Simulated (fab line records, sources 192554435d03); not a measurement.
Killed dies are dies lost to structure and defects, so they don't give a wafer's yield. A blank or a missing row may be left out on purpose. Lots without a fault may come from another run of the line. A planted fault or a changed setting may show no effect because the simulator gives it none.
fab line records | flow n5_finfet
record lots=7 wafers=21
route steps=1938 shown ZERO_LAYER@6 PMOS_HMC_CHANNEL_EPI@62 FIN_SAQP@125 FIN_CUT@155
start_h: hours from the record's first day to the start of the lot's first wafer shown | wait_h: hours since the lot's step before | " the same as in the row above | L1.1+2: a row that stands for several wafers | - no value, or no start given | * or withheld: withheld | < > ~ a bound
route shown NAME@n: a module of which the file shows steps, and the number in the route of the first | usual: mean/standard deviation of fault-free wafers | same: alike in all rows | chamber/n: place in a boat | sites: the reading at each site | _std_site: their standard deviation | _edge_site: outer sites' mean less inner sites' | radius_mm: how far each site lies from the wafer's centre | mask NAME#n: copy n | behind: the tool/chamber that last shaped the wafer | hold: why the lot was held/for how many hours/how that ended | device: the transistor (n, p or np) that didn't switch | end of line: the same wafers' tests at the end of the route | a step without rows: its recipe alone | killed: dies lost to structure and defects at the first sort, not the wafer's yield | map: a wafer's dies, x killed, . not, _ none there
set.NAME: the setting as run; set.NAME@STEP: as run at that earlier step | model.NAME: the simulator's own value behind a step, which no gauge read
lots whose settings were changed on purpose; a table a step, a row a wafer
## steps
# step N5_ZERO_LAYER_COAT_05
# recipe spin_rpm=1500 resist_thk_nm=1000
# columns lot.wafer tool chamber start_h wait_h set.spin_rpm model.coat_of_ZERO_LAYER_COAT_05.thk_nm
L076.2 litho_track-04 0 - - 1500 1005
L076.3+6 " 0 " " 1500 1004
L077.2 litho_track-02 0 - - 1500 993.7
L077.5 " 0 " " 1500 995.3
L077.6 " 0 " " 1500 992.9
L084.2 litho_track-02 0 - - 1500 998.7
L084.4 " 0 " " 1594 967.9
L084.6 " 0 " " 1500 998.6
L086.1 litho_track-04 0 - - 1426 1032
L086.3+5 " 0 " " 1500 1003
L087.1 litho_track-05 0 - - 1500 1003
L087.2 " 0 " " 1500 1006
L087.5 " 0 " " 1500 1004
L094.1+6 litho_track-04 0 - - 1566 977.8
L094.5 " 0 " " 1500 1001
L096.3 litho_track-02 0 - - 1500 998.7
L096.4 " 0 " " 1500 997.8
L096.6 " 0 " " 1500 999.2
# step N5_ZERO_LAYER_DEVELOP_10
# recipe develop_time_s=60 rinse_liquid=diw dry=air_spin dev_temp_c=21
# columns lot.wafer tool chamber start_h wait_h set.develop_time_s
L076.2+3+6 litho_track-05 0 - - 60
L077.2 litho_track-04 0 - - 60
L077.5+6 " 0 " " 49.03
L084.2+4 litho_track-05 0 - - 60
L084.6 " 0 " " 55.16
L086.1+3 litho_track-04 0 - - 68.47
L086.5 " 0 " " 60
L087.1+5 litho_track-04 0 - - 60
L087.2 " 0 " " 49.05
L094.1 litho_track-02 0 - - 60
L094.5+6 " 0 " " 55.57
L096.3+6 litho_track-02 0 - - 63.94
L096.4 " 0 " " 60
# step N5_ZERO_LAYER_HARDBAKE_23
# recipe temp_c=130 time_s=120
# step N5_ZERO_LAYER_DESCUM_16
# recipe chemistry=O2 time_s=7.9 source_power_w=50 bias_power_w=20 pressure_mtorr=20 rf_frequency_hz=2.712e+07 temp_c=40 o2_flow_sccm=225
# step N5_ZERO_LAYER_ETCH_17
# recipe chemistry=CF4 target=SiO2 target_depth_a=120 time_s=13.3 ion_energy_ev=350 pressure_mtorr=40 source_w=450 bias_w=215 Ar_flow_sccm=100 cf4_flow_sccm=100
# step N5_ZERO_LAYER_ETCH_18
# recipe chemistry=HBr/Cl2 target=Si target_depth_a=1200 time_s=40 pressure_mtorr=10 icp_w=800 bias_w=75 HBr_flow_sccm=150 Cl2_flow_sccm=80
# columns lot.wafer tool chamber start_h wait_h set.spin_rpm@ZERO_LAYER_COAT_05 model.coat_of_ZERO_LAYER_COAT_05.thk_nm
L076.2 rie_si-06 0 24.81 0.0 1500 935.4
L076.3 " 1 " " 1500 934.4
L076.6 " 3 " " 1500 935.2
L077.2 rie_si-03 2 30.91 0.0 1500 922.5
L077.5 " 2 " " 1500 924.4
L077.6 " 3 " " 1500 924.3
L084.2 rie_si-06 3 72.91 0.0 1500 930.9
L084.4 " 0 " " 1594 898.5
L084.6 " 1 " " 1500 929.8
L086.1 rie_si-01 2 84.79 0.0 1426 962.6
L086.3 " 0 " " 1500 933.6
L086.5 " 1 " " 1500 934.5
L087.1 rie_si-01 3 90.79 0.0 1500 930.6
L087.2 " 1 " " 1500 937.5
L087.5 " 1 " " 1500 935.2
L094.1 rie_si-06 3 132.91 0.0 1566 909.5
L094.5 " 1 " " 1500 933.5
L094.6 " 2 " " 1566 909.6
L096.3 rie_si-03 1 144.81 0.0 1500 929.8
L096.4 " 3 " " 1500 929.1
L096.6 " 0 " " 1500 930
# step N5_ZERO_LAYER_STRIP_24
# recipe chemistry=O2 power_w=1000 temp_c=250 overash_fraction=0.3 pressure_mtorr=1000 o2_flow_sccm=6750
# usual strip_time_to_endpoint_s=43.88/0.14
# columns lot.wafer tool chamber start_h wait_h set.spin_rpm@ZERO_LAYER_COAT_05 strip_time_to_endpoint_s
L076.2 plasma_asher-01 1 24.91 0.1 1500 43.99
L076.3 " 1 " " 1500 43.97
L076.6 " 1 " " 1500 43.99
L077.2 plasma_asher-01 0 31.02 0.1 1500 43.62
L077.5 " 0 " " 1500 43.65
L077.6 " 1 " " 1500 43.66
L084.2 plasma_asher-01 1 73.02 0.1 1500 43.86
L084.4 " 0 " " 1594 42.90
L084.6 " 1 " " 1500 43.84
L086.1 plasma_asher-02 0 84.89 0.1 1426 44.80
L086.3 " 0 " " 1500 43.94
L086.5 " 0 " " 1500 43.96
L087.1 plasma_asher-01 1 90.89 0.1 1500 43.87
L087.2 " 0 " " 1500 44.05
L087.5 " 1 " " 1500 43.99
L094.1 plasma_asher-02 1 133.02 0.1 1566 43.21
L094.5 " 0 " " 1500 43.93
L094.6 " 1 " " 1566 43.23
L096.3 plasma_asher-02 0 144.97 0.1 1500 43.82
L096.4 " 1 " " 1500 43.81
L096.6 " 0 " " 1500 43.83
# step N5_PMOS_HMC_CHANNEL_EPI_EXPOSE_06
# recipe mask_id=PMOS_HMC_BLK na=1.35 source_shape=conventional sigma_outer=0.8 polarization=unpolarized target_cd_nm=240 dose_mj=41
# columns lot.wafer tool chamber start_h wait_h mask set.dose_mj
L076.2+3+6 arfi_scanner-02 0 29.80 - PMOS_HMC_BLK#0 41
L077.2+6 arfi_scanner-02 0 35.36 - PMOS_HMC_BLK#0 41
L077.5 " 0 " " PMOS_HMC_BLK#0 43.2
L084.2+4 arfi_scanner-03 0 77.10 - PMOS_HMC_BLK#0 39.15
L084.6 " 0 " " PMOS_HMC_BLK#0 41
L086.1+3+5 arfi_scanner-03 0 88.91 - PMOS_HMC_BLK#0 41
L087.1 arfi_scanner-03 0 94.86 - PMOS_HMC_BLK#0 39.88
L087.2+5 " 0 " " PMOS_HMC_BLK#0 41
L094.1+5 arfi_scanner-02 0 137.54 - PMOS_HMC_BLK#0 42.84
L094.6 " 0 " " PMOS_HMC_BLK#0 41
L096.3 arfi_scanner-02 0 148.93 - PMOS_HMC_BLK#0 41
L096.4+6 " 0 " " PMOS_HMC_BLK#0 39.77
# step N5_PMOS_HMC_CHANNEL_EPI_PEB_07
# recipe peb_temp_c=110 peb_time_s=60 resist=CAR-ArF-block
# step N5_PMOS_HMC_CHANNEL_EPI_DEVELOP_08
# recipe develop_time_s=30 developer=TMAH resist=CAR-ArF-block dev_temp_c=23 rinse_liquid=diw dry=air_spin
# step N5_PMOS_HMC_CHANNEL_EPI_CD_MEAS_09
# recipe target_cd_nm=237.4 landing_energy_ev=500 detector=se_inlens
# usual cd_nm=237.6/1.1
# columns lot.wafer tool chamber start_h wait_h set.dose_mj@PMOS_HMC_CHANNEL_EPI_EXPOSE_06 cd_nm
L076.2 cd_sem-02 0 29.92 - 41 239.1
L076.3 " 0 " " 41 237.7
L076.6 " 0 " " 41 238.5
L077.2 cd_sem-01 0 35.48 - 41 238.1
L077.5 " 0 " " 43.2 243.8
L077.6 " 0 " " 41 239.3
L084.2 cd_sem-01 0 77.22 - 39.15 233.0
L084.4 " 0 " " 39.15 233.0
L084.6 " 0 " " 41 236.8
L086.1 cd_sem-02 0 89.04 - 41 236.1
L086.3 " 0 " " 41 238.6
L086.5 " 0 " " 41 239.0
L087.1 cd_sem-01 0 94.99 - 39.88 235.1
L087.2 " 0 " " 41 238.3
L087.5 " 0 " " 41 237.5
L094.1 cd_sem-02 0 137.66 - 42.84 241.7
L094.5 " 0 " " 42.84 241.0
L094.6 " 0 " " 41 235.6
L096.3 cd_sem-01 0 149.04 - 41 238.8
L096.4 " 0 " " 39.77 236.7
L096.6 " 0 " " 39.77 237.5
# step N5_PMOS_HMC_CHANNEL_EPI_DESCUM_14
# recipe chemistry=O2 time_s=7.9 source_power_w=50 bias_power_w=20 pressure_mtorr=20 rf_frequency_hz=2.712e+07 temp_c=40 resist=CAR-ArF-block o2_flow_sccm=225
# columns lot.wafer tool chamber start_h wait_h set.dose_mj@PMOS_HMC_CHANNEL_EPI_EXPOSE_06 model.PMOS_HMC_CHANNEL_EPI.cd_nm
L076.2 rie_diel-02 2 30.01 0.0 41 239.2
L076.3 " 3 " " 41 237.7
L076.6 " 3 " " 41 238.6
L077.2 rie_diel-06 0 35.57 0.0 41 238.2
L077.5 " 2 " " 43.2 244.1
L077.6 " 3 " " 41 239
L084.2 rie_diel-02 3 77.39 0.1 39.15 232.9
L084.4 " 0 " " 39.15 233.1
L084.6 " 1 " " 41 236.8
L086.1 rie_diel-02 3 89.13 0.0 41 236.3
L086.3 " 1 " " 41 238.3
L086.5 " 3 " " 41 239.1
L087.1 rie_diel-02 0 95.08 0.0 39.88 235.1
L087.2 " 3 " " 41 238.4
L087.5 " 1 " " 41 237.4
L094.1 rie_diel-02 1 137.75 0.0 42.84 241.3
L094.5 " 2 " " 42.84 240.9
L094.6 " 1 " " 41 235.5
L096.3 rie_diel-06 2 149.13 0.0 41 238.8
L096.4 " 3 " " 39.77 236.9
L096.6 " 1 " " 39.77 237.9
# step N5_PMOS_HMC_CHANNEL_EPI_ETCH_32
# recipe chemistry=N2/H2 target=BARC stop_on=SiO2 target_depth_a=858 over_etch_frac=0.3 time_s=50.3 ion_energy_ev=200 mask_material=CAR-ArF-block pressure_mtorr=30 source_w=840 bias_w=150 n2_flow_sccm=200 h2_flow_sccm=200
# usual rf_vpp_V=524.6/2.8
# columns lot.wafer tool chamber start_h wait_h set.bias_w set.dose_mj@PMOS_HMC_CHANNEL_EPI_EXPOSE_06 rf_vpp_V model.PMOS_HMC_CHANNEL_EPI.cd_nm
L076.2 rie_diel-02 2 30.04 0.0 150 41 527.6 241.3
L076.3 " 3 " " 150 41 523.0 239.1
L076.6 " 3 " " 150 41 522.7 239.9
L077.2 rie_diel-06 0 35.61 0.0 150 41 523.8 241.3
L077.5 " 2 " " 141.4 43.2 503.5 246.9
L077.6 " 3 " " 141.4 41 506.6 242.1
L084.2 rie_diel-02 3 77.42 0.0 150 39.15 522.3 233.8
L084.4 " 0 " " 137.7 39.15 493.2 235.7
L084.6 " 1 " " 137.7 41 500.2 238.3
L086.1 rie_diel-02 3 89.16 0.0 150 41 522.1 237.5
L086.3 " 1 " " 158.1 41 545.0 240.8
L086.5 " 3 " " 150 41 522.2 240.5
L087.1 rie_diel-02 0 95.11 0.0 150 39.88 519.4 237.4
L087.2 " 3 " " 165.3 41 556.4 239.7
L087.5 " 1 " " 150 41 527.8 239.6
L094.1 rie_diel-02 1 137.78 0.0 150 42.84 527.9 242.5
L094.5 " 2 " " 150 42.84 525.7 242.7
L094.6 " 1 " " 168.8 41 568.7 236.8
L096.3 rie_diel-06 2 149.16 0.0 150 41 522.8 240.9
L096.4 " 3 " " 134.4 39.77 491.4 239.3
L096.6 " 1 " " 150 39.77 527.5 240.3
# step N5_PMOS_HMC_CHANNEL_EPI_HM_OPEN_15
# recipe chemistry=CHF3/O2 target=SiO2 mask_material=CAR-ArF-block target_depth_a=406 CHF3_flow_sccm=50 O2_flow_sccm=5 Ar_flow_sccm=200 time_s=20.3 pressure_mtorr=30 source_w=650 bias_w=170 ion_energy_ev=200
# columns lot.wafer tool chamber start_h wait_h set.dose_mj@PMOS_HMC_CHANNEL_EPI_EXPOSE_06 model.PMOS_HMC_CHANNEL_EPI.cd_nm
L076.2 rie_diel-02 2 30.09 0.0 41 241.4
L076.3 " 3 " " 41 239.1
L076.6 " 3 " " 41 240
L077.2 rie_diel-06 0 35.65 0.0 41 241.1
L077.5 " 2 " " 43.2 246.9
L077.6 " 3 " " 41 242.1
L084.2 rie_diel-02 3 77.47 0.0 39.15 233.7
L084.4 " 0 " " 39.15 235.6
L084.6 " 1 " " 41 238.3
L086.1 rie_diel-02 3 89.20 0.0 41 237.5
L086.3 " 1 " " 41 240.8
L086.5 " 3 " " 41 240.4
L087.1 rie_diel-02 0 95.15 0.0 39.88 237.4
L087.2 " 3 " " 41 239.6
L087.5 " 1 " " 41 239.7
L094.1 rie_diel-02 1 137.83 0.0 42.84 242.5
L094.5 " 2 " " 42.84 242.8
L094.6 " 1 " " 41 236.8
L096.3 rie_diel-06 2 149.21 0.0 41 240.9
L096.4 " 3 " " 39.77 239.3
L096.6 " 1 " " 39.77 240.2
# step N5_FIN_SAQP_SPACER1_ALD_24
# recipe material=SiO2 target_thk_a=203 temp_c=300 ald_precursor_family=BDEAS ald_co_reactant=O2-plasma pulse_time_s=1 purge_time_s=2 co_reactant_purge_time_s=2 ald_cycles=218 pressure_torr=2
# columns lot.wafer tool chamber start_h wait_h set.ald_cycles model.SiO2_of_FIN_SAQP_SPACER1_ALD_24.thk_nm
L076.2+3+6 ald_sin-03 0,1,3 35.52 0.3 218 20.4
L077.2+6 ald_sin-03 2,0 40.88 0.3 189 17.6
L077.5 " 1 " " 218 20.4
L084.2+4 ald_sin-03 0,1 83.49 0.3 218 20.4
L084.6 " 3 " " 218 20.2
L086.1 ald_sin-04 3 96.84 1.2 218 20.4
L086.3 " 2 " " 241 22.4
L086.5 " 2 " " 218 20.2
L087.1 ald_sin-02 3 100.19 0.3 183 17
L087.2 " 2 " " 183 17.2
L087.5 " 0 " " 218 20.4
L094.1 ald_sin-03 0 143.75 0.3 182 16.8
L094.5 " 2 " " 218 20.4
L094.6 " 1 " " 182 17
L096.3 ald_sin-04 3 154.37 0.1 246 23
L096.4 " 2 " " 218 20.4
L096.6 " 2 " " 246 22.8
# step N5_FIN_SAQP_SPACER1_ETCHBACK_25
# recipe chemistry=CHF3/O2 mode=anisotropic_etchback target=SiO2 target_depth_a=244 time_s=12.2 pressure_mtorr=30 source_w=650 bias_w=170 Ar_flow_sccm=200 CHF3_flow_sccm=50 O2_flow_sccm=5 ion_energy_ev=200
# step N5_FIN_SAQP_MANDREL1_REMOVE_56
# recipe chemistry=HBr/Cl2/O2 bt_time_s=10 target=a-Si stop_on=SiNx endpoint=OES-SiCl over_etch_frac=1 icp_w=600 bias_w=22 HBr_flow_sccm=150 Cl2_flow_sccm=80 O2_flow_sccm=5 pressure_mtorr=10
# columns lot.wafer tool chamber start_h wait_h set.ald_cycles@FIN_SAQP_SPACER1_ALD_24 model.FIN_SAQP.cd_nm
L076.2+3 rie_si-06 1,3 36.32 0.1 218 20.4
L076.6 " 3 " " 218 20.6
L077.2 rie_si-01 0 41.68 0.1 189 17.6
L077.5 " 1 " " 218 20.4
L077.6 " 2 " " 189 17.4
L084.2 rie_si-03 0 84.30 0.1 218 20.6
L084.4 " 2 " " 218 20.2
L084.6 " 3 " " 218 20.4
L086.1 rie_si-06 0 97.64 0.1 218 20.4
L086.3 " 3 " " 241 22.2
L086.5 " 0 " " 218 20.2
L087.1 rie_si-06 1 101.00 0.1 183 16.8
L087.2 " 2 " " 183 17.2
L087.5 " 3 " " 218 20.4
L094.1 rie_si-06 3 144.55 0.1 182 17
L094.5 " 2 " " 218 20.4
L094.6 " 3 " " 182 17.2
L096.3 rie_si-06 2 155.17 0.1 246 23
L096.4 " 0 " " 218 20.4
L096.6 " 2 " " 246 22.8
# step N5_FIN_SAQP_CD_MEAS_27
# recipe target_cd_nm=20 landing_energy_ev=1000 detector=se_inlens polarity=line
# usual cd_nm=20.33/0.23
# columns lot.wafer tool chamber start_h wait_h set.ald_cycles@FIN_SAQP_SPACER1_ALD_24 cd_nm
L076.2 cd_sem-01 0 36.44 0.1 218 20.70
L076.3 " 0 " " 218 20.30
L076.6 " 0 " " 218 20.49
L077.2 cd_sem-02 0 41.79 0.1 189 17.73
L077.5 " 0 " " 218 20.38
L077.6 " 0 " " 189 17.50
L084.2 cd_sem-01 0 84.41 0.1 218 20.36
L084.4 " 0 " " 218 20.25
L084.6 " 0 " " 218 20.74
L086.1 cd_sem-02 0 97.75 0.1 218 20.34
L086.3 " 0 " " 241 22.19
L086.5 " 0 " " 218 20.24
L087.1 cd_sem-01 0 101.11 0.1 183 16.53
L087.2 " 0 " " 183 17.26
L087.5 " 0 " " 218 20.45
L094.1 cd_sem-02 0 144.66 0.1 182 16.90
L094.5 " 0 " " 218 20.48
L094.6 " 0 " " 182 17.41
L096.3 cd_sem-01 0 155.29 0.1 246 23.59
L096.4 " 0 " " 218 20.22
L096.6 " 0 " " 246 23.21
# step N5_FIN_SAQP_ETCH_65
# recipe chemistry=CF4 target=SiO2 target_depth_a=40 ion_energy_ev=350 time_s=4.4 pressure_mtorr=10 icp_w=800 bias_w=400 cf4_flow_sccm=80
# columns lot.wafer tool chamber start_h wait_h set.time_s model.etch.depth_nm
L076.2 rie_si-01 3 36.59 0.1 4.4 4.078
L076.3 " 2 " " 4.4 3.99
L076.6 " 1 " " 4.4 3.86
L077.2 rie_si-03 3 41.95 0.1 4.4 3.924
L077.5 " 3 " " 4.793 4.267
L077.6 " 2 " " 4.793 4.475
L084.2 rie_si-06 0 84.56 0.1 4.4 3.884
L084.4 " 2 " " 4.943 4.367
L084.6 " 0 " " 4.4 3.938
L086.1 rie_si-01 0 97.91 0.1 4.4 4.023
L086.3 " 1 " " 3.703 3.256
L086.5 " 3 " " 3.703 3.418
L087.1 rie_si-01 0 101.26 0.1 4.135 3.819
L087.2 " 3 " " 4.4 4.123
L087.5 " 1 " " 4.135 3.648
L094.1 rie_si-01 3 144.82 0.1 5.358 4.87
L094.5 " 0 " " 4.4 3.997
L094.6 " 1 " " 4.4 3.813
L096.3 rie_si-03 3 155.44 0.1 4.4 3.931
L096.4 " 0 " " 4.4 3.92
L096.6 " 3 " " 4.4 3.946
# step N5_FIN_CUT_COAT_19
# recipe resist=SiARC temp_c=220 time_s=60 spin_rpm=1500 resist_thk_nm=20
# columns lot.wafer tool chamber start_h wait_h set.spin_rpm model.SiARC_of_FIN_CUT_COAT_19.thk_nm
L076.2+3+6 litho_track-02 0 - - 1500 20
L077.2 litho_track-02 0 - - 1500 20
L077.5+6 " 0 " " 1662 19
L084.2+6 litho_track-03 0 - - 1666 19
L084.4 " 0 " " 1500 20
L086.1+3 litho_track-01 0 - - 1439 20.4
L086.5 " 0 " " 1500 20
L087.1+5 litho_track-03 0 - - 1500 20
L087.2 " 0 " " 1393 20.8
L094.1 litho_track-02 0 - - 1500 20.2
L094.5 " 0 " " 1409 20.8
L094.6 " 0 " " 1500 20
L096.3+4+6 litho_track-03 0 - - 1500 20
## key
split step=N5_ZERO_LAYER_COAT_05 setting=spin_rpm stated=1500 by=wafer
response step=N5_ZERO_LAYER_COAT_05 reading=model.coat_of_ZERO_LAYER_COAT_05.thk_nm change=-5.26 per=1% r=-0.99
response step=N5_ZERO_LAYER_ETCH_18 reading=model.coat_of_ZERO_LAYER_COAT_05.thk_nm change=-5.38 per=1% r=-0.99
response step=N5_ZERO_LAYER_STRIP_24 reading=strip_time_to_endpoint_s change=* per=1% r=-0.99
split step=N5_ZERO_LAYER_DEVELOP_10 setting=develop_time_s stated=60 by=wafer
response none clear
split step=N5_PMOS_HMC_CHANNEL_EPI_EXPOSE_06 setting=dose_mj stated=41 by=wafer
response step=N5_PMOS_HMC_CHANNEL_EPI_CD_MEAS_09 reading=cd_nm change=+0.97 per=1% r=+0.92
response step=N5_PMOS_HMC_CHANNEL_EPI_DESCUM_14 reading=model.PMOS_HMC_CHANNEL_EPI.cd_nm change=+0.977 per=1% r=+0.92
response step=N5_PMOS_HMC_CHANNEL_EPI_ETCH_32 reading=model.PMOS_HMC_CHANNEL_EPI.cd_nm change=+0.929 per=1% r=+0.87
response step=N5_PMOS_HMC_CHANNEL_EPI_HM_OPEN_15 reading=model.PMOS_HMC_CHANNEL_EPI.cd_nm change=+0.935 per=1% r=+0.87
split step=N5_PMOS_HMC_CHANNEL_EPI_ETCH_32 setting=bias_w stated=150 by=wafer
response step=N5_PMOS_HMC_CHANNEL_EPI_ETCH_32 reading=rf_vpp_V change=+3.31 per=1% r=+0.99
split step=N5_FIN_SAQP_SPACER1_ALD_24 setting=ald_cycles stated=218 by=wafer
response step=N5_FIN_SAQP_SPACER1_ALD_24 reading=model.SiO2_of_FIN_SAQP_SPACER1_ALD_24.thk_nm change=+0.206 per=1% r=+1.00
response step=N5_FIN_SAQP_MANDREL1_REMOVE_56 reading=model.FIN_SAQP.cd_nm change=+0.203 per=1% r=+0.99
response step=N5_FIN_SAQP_CD_MEAS_27 reading=cd_nm change=+0.213 per=1% r=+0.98
split step=N5_FIN_SAQP_ETCH_65 setting=time_s stated=4.4 by=wafer
response step=N5_FIN_SAQP_ETCH_65 reading=model.etch.depth_nm change=+0.0441 per=1% r=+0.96
split step=N5_FIN_CUT_COAT_19 setting=spin_rpm stated=1500 by=wafer
response step=N5_FIN_CUT_COAT_19 reading=model.SiARC_of_FIN_CUT_COAT_19.thk_nm change=-0.0974 per=1% r=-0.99
